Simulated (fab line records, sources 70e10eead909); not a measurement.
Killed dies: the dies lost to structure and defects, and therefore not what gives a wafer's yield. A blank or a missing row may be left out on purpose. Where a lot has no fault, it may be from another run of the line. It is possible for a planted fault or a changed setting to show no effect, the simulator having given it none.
Matching of chambers ; flow nand harc ; NHARC_P_GATE_ETCH_32 on rie si-05: 4 sister chambers
The step etches the open film in HBr/Cl2, target depth 150 nm, time 100.1 s. 16 wafers are shown with their chamber, then 8 later ones without.

EACH WAFER AND ITS CHAMBER
wafer;chamber;drypump motor current A (A);oes product au (a.u.);hbr flow sccm (sccm)
L079.2;0;5.8;1.017;150.0
L079.4;2;5.8;1.027;149.8
L079.6;3;5.6;1.004;149.6
L080.1;3;5.7;1.011;150.4
L080.4;2;5.9;1.020;150.0
L080.6;2;5.9;1.027;150.1
L086.2;0;5.8;0.999;150.4
L086.3;3;5.7;0.996;150.3
L086.5;0;5.8;1.013;149.8
L087.3;3;5.7;0.993;150.4
L087.5;2;5.9;1.004;150.1
L087.6;3;5.7;0.994;150.0
L090.2;0;5.8;0.998;150.3
L090.3;1;6.2;0.994;150.2
L090.6;3;5.7;1.001;150.4
L092.2;1;6.2;1.001;150.6

SIGNATURES (averages over the wafers above)
reading;chamber 0;chamber 1;chamber 2;chamber 3;scatter within a chamber
drypump motor current A;5.800;6.200;5.875;5.683;0.0363
oes product au;1.00675;0.99750;1.01950;0.99983;0.00865
hbr flow sccm;150.125;150.400;150.000;150.183;0.273
Rule: for each reading, subtract the chamber's mean from the wafer's reading, divide by that reading's scatter and square the result; add these up over the readings and take the root, which gives the wafer's distance from the chamber. The wafer belongs to the nearest chamber; if the next one is less than 2 further off, it can't be placed. How the scatter is found: for the shown wafers, subtract from each reading the mean of its chamber, square and add these, divide the total by (wafers less chambers), then take the root.

WAFERS WITH NO CHAMBER GIVEN
wafer;drypump motor current A (A);oes product au (a.u.);hbr flow sccm (sccm)
L092.5;5.8;1.007;150.3
L092.6;5.7;1.010;150.5
L093.1;5.7;1.003;149.7
L093.2;6.2;0.986;149.5
L093.4;5.8;1.003;150.0
L094.2;6.2;0.994;149.9
L094.4;5.8;1.000;150.5
L094.5;5.8;1.004;150.2

EACH ONE'S CHAMBER
wafer;from the rows above;in truth
L092.5;0;0
L092.6;can't be placed: 3 or 0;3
L093.1;can't be placed: 3 or 0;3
L093.2;1;1
L093.4;0;0
L094.2;1;1
L094.4;can't be placed: 0 or 3 or 2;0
L094.5;0;0
Correct placement for 5 of the 8. These rows do not allow placing 3 (true chamber among the candidates in 3). Placed wrongly: 0.
